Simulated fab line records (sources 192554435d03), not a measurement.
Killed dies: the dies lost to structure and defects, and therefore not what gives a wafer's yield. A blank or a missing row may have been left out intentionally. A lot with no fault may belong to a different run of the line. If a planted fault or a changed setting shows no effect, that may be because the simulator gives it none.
Lot-split experiment :: flow n5-finfet :: on a route of 1938 steps: 7 lots, 21 wafers read

## ON THE SPLIT
At N5_MIM_BOT_ETCH_ETCH_04 (etches SiNx in CF4/O2, target depth 26 nm, time 13 s), the setting time-s was moved away from the recipe's 13 s on 7 of the 21 wafers read, by -21.6% to +11.5%. For the rest of the wafers, this setting stayed at what the recipe calls for.

The reading comes from the split's own step.

## THE READING
etch.depth-nm (the simulator's own value, which no gauge read), in nm, at N5_MIM_BOT_ETCH_ETCH_04 (etches SiNx in CF4/O2, target depth 26 nm, time 13 s). No usual value for it is given in the file. The 14 wafers here that ran the recipe average 26.07 nm, standard deviation 0.79 nm.

wafer: L082.1
tool, chamber at the split: rie-diel-02, 1
time-s as run, s: 13
against the recipe: recipe
etch.depth-nm, nm: 25.25
against lot-mates on the recipe: -

wafer: L082.2
tool, chamber at the split: rie-diel-02, 0
time-s as run, s: 13
against the recipe: recipe
etch.depth-nm, nm: 26.15
against lot-mates on the recipe: -

wafer: L082.6
tool, chamber at the split: rie-diel-02, 1
time-s as run, s: 14.44
against the recipe: +11.1%
etch.depth-nm, nm: 27.75
against lot-mates on the recipe: +2.05

wafer: L083.1
tool, chamber at the split: rie-diel-04, 0
time-s as run, s: 11.69
against the recipe: -10.1%
etch.depth-nm, nm: 23.58
against lot-mates on the recipe: -2.52

wafer: L083.4
tool, chamber at the split: rie-diel-04, 1
time-s as run, s: 13
against the recipe: recipe
etch.depth-nm, nm: 26.1
against lot-mates on the recipe: -

wafer: L083.6
tool, chamber at the split: rie-diel-04, 3
time-s as run, s: 11.69
against the recipe: -10.1%
etch.depth-nm, nm: 24.25
against lot-mates on the recipe: -1.85

wafer: L087.1
tool, chamber at the split: rie-diel-04, 3
time-s as run, s: 13
against the recipe: recipe
etch.depth-nm, nm: 26.63
against lot-mates on the recipe: -

wafer: L087.4
tool, chamber at the split: rie-diel-04, 0
time-s as run, s: 14.49
against the recipe: +11.5%
etch.depth-nm, nm: 28.5
against lot-mates on the recipe: +2.41

wafer: L087.6
tool, chamber at the split: rie-diel-04, 0
time-s as run, s: 13
against the recipe: recipe
etch.depth-nm, nm: 25.56
against lot-mates on the recipe: -

wafer: L090.2
tool, chamber at the split: rie-diel-04, 0
time-s as run, s: 13
against the recipe: recipe
etch.depth-nm, nm: 25.92
against lot-mates on the recipe: -

wafer: L090.3
tool, chamber at the split: rie-diel-04, 3
time-s as run, s: 13
against the recipe: recipe
etch.depth-nm, nm: 27.1
against lot-mates on the recipe: -

wafer: L090.5
tool, chamber at the split: rie-diel-04, 3
time-s as run, s: 13
against the recipe: recipe
etch.depth-nm, nm: 26.67
against lot-mates on the recipe: -

wafer: L092.1
tool, chamber at the split: rie-diel-04, 1
time-s as run, s: 13
against the recipe: recipe
etch.depth-nm, nm: 25.63
against lot-mates on the recipe: -

wafer: L092.3
tool, chamber at the split: rie-diel-04, 0
time-s as run, s: 14.43
against the recipe: +11.0%
etch.depth-nm, nm: 28.38
against lot-mates on the recipe: +2.75

wafer: L092.5
tool, chamber at the split: rie-diel-04, 3
time-s as run, s: 14.43
against the recipe: +11.0%
etch.depth-nm, nm: 29.63
against lot-mates on the recipe: +4.00

wafer: L093.3
tool, chamber at the split: rie-diel-06, 0
time-s as run, s: 13
against the recipe: recipe
etch.depth-nm, nm: 27.12
against lot-mates on the recipe: -

wafer: L093.4
tool, chamber at the split: rie-diel-06, 2
time-s as run, s: 13
against the recipe: recipe
etch.depth-nm, nm: 24.3
against lot-mates on the recipe: -

wafer: L093.6
tool, chamber at the split: rie-diel-06, 0
time-s as run, s: 13
against the recipe: recipe
etch.depth-nm, nm: 27.2
against lot-mates on the recipe: -

wafer: L094.1
tool, chamber at the split: rie-diel-04, 1
time-s as run, s: 10.19
against the recipe: -21.6%
etch.depth-nm, nm: 20.29
against lot-mates on the recipe: -5.38

wafer: L094.5
tool, chamber at the split: rie-diel-04, 1
time-s as run, s: 13
against the recipe: recipe
etch.depth-nm, nm: 25.79
against lot-mates on the recipe: -

wafer: L094.6
tool, chamber at the split: rie-diel-04, 2
time-s as run, s: 13
against the recipe: recipe
etch.depth-nm, nm: 25.56
against lot-mates on the recipe: -

THE FIT
A straight line over all 21 wafers: etch.depth-nm changes by +0.24 nm for each +1% of time-s; r = +0.92; the points scatter about the line by 0.78 nm.
The same after taking each lot's own level away (the mean of its wafers on the recipe; 21 wafers): +0.244 nm for each +1%; r = +0.94; scatter 0.72 nm.
That fit puts the effect of the largest move of time-s on the reading at 5.3 nm.
The span of the lots' own levels, 25.630 to 26.563 nm, comes to 1.2 times the standard deviation stated above.
So the lot-to-lot level changes the slope little: the two slopes agree.
Check: for one of the wafers moved furthest among these (-21.6%), held out of the fit, the line's prediction against its lot-mates is -5.12 nm. It came out at -5.38 nm against them.

## OTHER SPLITS ON THESE WAFERS
Before the reading, these wafers also passed through other splits. Each is held against what the fit with the lots' levels taken away leaves over:
other split on the same wafers: N5_BEOL_M14_DESCUM_33 time-s
wafers away from the commonest value: 6
r with etch.depth-nm (lot level and that fit taken away): -0.46

other split on the same wafers: N5_BEOL_M14_SPUTTER_44 power-w
wafers away from the commonest value: 6
r with etch.depth-nm (lot level and that fit taken away): +0.02

other split on the same wafers: N5_BEOL_M15_ILD_DEP_00 time-s
wafers away from the commonest value: 5
r with etch.depth-nm (lot level and that fit taken away): +0.05

## FILE'S OWN FIT
etch.depth-nm changes by +0.239 nm for each +1% of time-s, r = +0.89.
